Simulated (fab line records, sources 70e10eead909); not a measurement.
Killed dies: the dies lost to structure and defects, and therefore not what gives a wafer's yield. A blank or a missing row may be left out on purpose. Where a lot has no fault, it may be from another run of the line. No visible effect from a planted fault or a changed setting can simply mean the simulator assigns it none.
Struck lot and sound lot, side by side    flow nandHarc    13 steps out of a route of 1159
Sound: the wafers L229.1, L229.3, L229.4. Wafers L242.1, L242.2, L242.4 were the ones struck. The cause is given at the end.
Order at every step that has rows: each side's tool, ch and its chambers, its first start. Under that, the readings that differ: sound wafers    struck wafers    difference of the means    sigmas: that difference in standard deviations of wafers without a fault.
alike: same words and numbers on both sides, and readings whose means sit less than 2 such deviations apart. not compared: any withheld reading, any reading some wafer has no value for, any bound like >300 that may hide the same value, and any number with overlapping values for which the record gives no deviation.
The two part at a step that has a row with sigmas, a row that says differs or no value, or rows on one side only. When numbers do not overlap yet have no deviation, they are printed without sigmas and do not part them. Lack of a reading on every wafer of one side parts them only where that side has two or more wafers.

NHARC_P_CONTACT_DEP_00: deposits SiO2, target thk 500 nm.
  sound on pecvd-02 ch 0,1,2; struck on pecvd-02 ch 0,1
  alike: chamberPressureTorr, heaterPowerOuterW, heaterPowerW, rfFwdPowerW, throttleValvePct
NHARC_P_CONTACT_CMP_01: polishes SiO2, target thk 200 nm.
  sound on cmp-03 ch 0,2,3, day 6 02:28; struck on cmp-01 ch 1,2,3, day 9 08:38
  alike: motorCurrentA, retainingRingPressureFrac
then, 9 steps without rows for these wafers: NHARC_P_CONTACT_SRD_03; NHARC_P_CONTACT_DEHYDRATE_04 (time 120 s); NHARC_P_CONTACT_HMDS_05 (time 30 s); NHARC_P_CONTACT_COAT_33 (time 75 s); NHARC_P_CONTACT_COAT_34 (time 65 s); NHARC_P_CONTACT_COAT_06 (resist thk 90 nm); NHARC_P_CONTACT_SOFTBAKE_07 (time 55 s); NHARC_P_CONTACT_EBR_08; NHARC_P_CONTACT_EXPOSE_09 (exposes mask P CA, target cd 90 nm).
NHARC_P_CONTACT_PEB_10: peb time 65 s.
  sound on lithoTrack-04 ch 0, day 6 03:06; struck on lithoTrack-06, day 9 09:22
  no value came back on the struck wafers for chillPlateTempC (C), exhaustPa (Pa), heaterPowerTotalW (W); on the sound wafers chillPlateTempC (C) reads 23.04 23.06 23.07
then, 1 step without rows for these wafers: NHARC_P_CONTACT_DEVELOP_11 (develop time 35 s).

== WHERE THEY PART ==
Only at NHARC_P_CONTACT_PEB_10, as far as this record shows.

WHY: what had been put in by the simulator
Whole step skipped at NHARC_P_CONTACT_PEB_10 on lithoTrack-06, starting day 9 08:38. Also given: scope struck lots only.
